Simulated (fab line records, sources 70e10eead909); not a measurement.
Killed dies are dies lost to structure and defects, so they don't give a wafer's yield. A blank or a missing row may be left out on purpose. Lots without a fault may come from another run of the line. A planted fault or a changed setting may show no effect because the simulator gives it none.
A struck lot beside a sound one | flow nand_harc | 23 steps out of a route of 1302
Sound: wafers L315.3, L315.4, L315.5. Struck: wafer L323.6. (L323.1, L323.5 of the same lot were not struck and are left out.) The cause comes at the end.
At each step with rows: each side's tool, then ch and its chambers, then its first start. Under that, the readings that differ: sound wafers | struck wafers | difference of the means | sigmas: that difference in standard deviations of wafers without a fault.
alike: readings whose means differ by less than 2 such deviations, and words and numbers that are the same on both sides. not compared: withheld readings, readings that some wafer has no value for, bounds like >300 that may hide the same value, and numbers for which the record gives no deviation and whose values overlap.
The two part at a step that has a row with sigmas, a row that says differs or no value, or rows on one side only. Numbers that don't overlap but have no deviation are shown without sigmas and don't part them. A reading that every wafer of one side lacks parts them only if that side has two wafers or more.

NHARC_P_CONTACT_DEP_00: deposits SiO2, target thk 500 nm.
  sound on pecvd-03 ch 0,1,2; struck on pecvd-02 ch 0
  alike: heater_power_outer_w, heater_power_w, throttle_valve_pct
NHARC_P_CONTACT_CMP_01: polishes SiO2, target thk 200 nm.
  sound on cmp-04 ch 0,2,3, day 6 12:52; struck on cmp-03 ch 0, day 10 11:07
  reading             | sound          | struck | difference | sigmas
  motor_current_A (A) | 11.6 10.7 11.7 | 13.4   | +2.1       | +3
then, 9 steps without rows for these wafers: NHARC_P_CONTACT_SRD_03; NHARC_P_CONTACT_DEHYDRATE_04 (time 120 s); NHARC_P_CONTACT_HMDS_05 (time 30 s); NHARC_P_CONTACT_COAT_33 (time 75 s); NHARC_P_CONTACT_COAT_34 (time 65 s); NHARC_P_CONTACT_COAT_06 (resist thk 90 nm); NHARC_P_CONTACT_SOFTBAKE_07 (time 55 s); NHARC_P_CONTACT_EBR_08; NHARC_P_CONTACT_EXPOSE_09 (exposes mask P CA, target cd 90 nm).
NHARC_P_CONTACT_PEB_10: peb time 65 s.
  sound on litho_track-01 ch 0, day 6 13:36; struck on litho_track-04 ch 0, day 10 11:43
  alike: heater_power_total_W, resist_line_temp_C
then, 1 step without rows for these wafers: NHARC_P_CONTACT_DEVELOP_11 (develop time 35 s).
NHARC_P_CONTACT_CD_MEAS_12: target cd 90 nm.
  sound on cd_sem-02 ch 0, day 6 13:41; struck on cd_sem-01 ch 0, day 10 11:47
  reading    | sound          | struck | difference | sigmas
  cd_nm (nm) | 89.4 90.1 89.4 | 101.9  | +12.3      | +15
NHARC_P_CONTACT_OVL_MEAS_13:
  sound on overlay-01, day 6 13:46; struck on overlay-01, day 10 11:53
  alike: overlay_x_nm, overlay_y_nm
NHARC_P_CONTACT_INSPECT_14:
  sound on defect_inspect-02, day 6 13:48; struck on defect_inspect-02, day 10 11:55
  reading          | sound  | struck | difference | sigmas
  raw_defect_count | 6 12 8 | 3      | -6         | -2
NHARC_P_CONTACT_DESCUM_17: chemistry O2, time 3 s.
  sound on rie_diel-13 ch 0,2,3, day 6 13:52; struck on rie_diel-13 ch 0, day 10 11:59
  reading                    | sound             | struck | difference | sigmas
  oes_product_au (a.u.)      | 1.003 1.011 0.992 | 0.979  | -0.023     | -2
  model.P_CONTACT.cd_nm (nm) | 88.66 89.65 89.9  | 101.8  | +12.4      |
  alike: drypump_motor_current_A, rf_vpp_V, showerhead_plenum_p_Torr, throttle_valve_pct
  not compared: rf_hours_counter_h
NHARC_P_CONTACT_ETCH_35: etches the open film in CF4, target depth 39 nm, time 65 s.
  sound on rie_diel-13 ch 0,2, day 6 13:57; struck on rie_diel-13 ch 3, day 10 12:04
  reading                | sound                | struck | difference | sigmas
  throttle_valve_pct (%) | 13.268 13.293 13.282 | 13.311 | +0.030     | +3
  alike: drypump_motor_current_A, oes_product_au, rf_vpp_V, showerhead_plenum_p_Torr
  not compared: rf_hours_counter_h
NHARC_P_CONTACT_ETCH_36: etches the open film in N2/H2, target depth 260 nm, time 406.25 s.
  sound on rie_diel-13 ch 1,2,3; struck on rie_diel-13 ch 3
  alike: drypump_motor_current_A, oes_product_au, rf_vpp_V, showerhead_plenum_p_Torr, throttle_valve_pct
  not compared: rf_hours_counter_h
NHARC_P_CONTACT_ETCH_18: etches the open film in C4F8/O2/Ar, target depth 481 nm, time 240.5 s.
  sound on rie_diel-13 ch 1,3; struck on rie_diel-13 ch 0
  reading      | sound       | struck | difference | sigmas
  rf_vpp_V (V) | 986 983 986 | 971    | -14        | -2
  alike: oes_product_au
  not compared: rf_hours_counter_h
then, 1 step without rows for these wafers: NHARC_P_CONTACT_STRIP_37 (strips in C4F8/O2/Ar).
NHARC_P_CONTACT_ETCH_31: etches the open film in CH3F/O2, target depth 30 nm, time 85.7 s.
  sound on rie_diel-13 ch 0,1; struck on rie_diel-13 ch 2
  reading                    | sound             | struck | difference | sigmas
  ch3f_flow_sccm (sccm)      | 49.84 49.89 49.64 | 50.10  | +0.31      | +2
  rf_vpp_V (V)               | 241.6 246.8 241.5 | 247.3  | +4.0       | +2
  model.P_CONTACT.cd_nm (nm) | 89.3 89.88 89.66  | 103.8  | +14.2      |
  alike: drypump_motor_current_A, oes_product_au, showerhead_plenum_p_Torr, throttle_valve_pct
  not compared: rf_hours_counter_h
NHARC_P_CONTACT_CD_MEAS_19:
  sound on cd_sem-01, day 6 14:45; struck on cd_sem-01, day 10 12:51
  reading    | sound          | struck | difference | sigmas
  cd_nm (nm) | 89.2 90.2 89.7 | 103.7  | +14.0      | +8

WHERE THEY PART
First at NHARC_P_CONTACT_CMP_01; last, within this record, at NHARC_P_CONTACT_CD_MEAS_19.

WHY: what the simulator had put in
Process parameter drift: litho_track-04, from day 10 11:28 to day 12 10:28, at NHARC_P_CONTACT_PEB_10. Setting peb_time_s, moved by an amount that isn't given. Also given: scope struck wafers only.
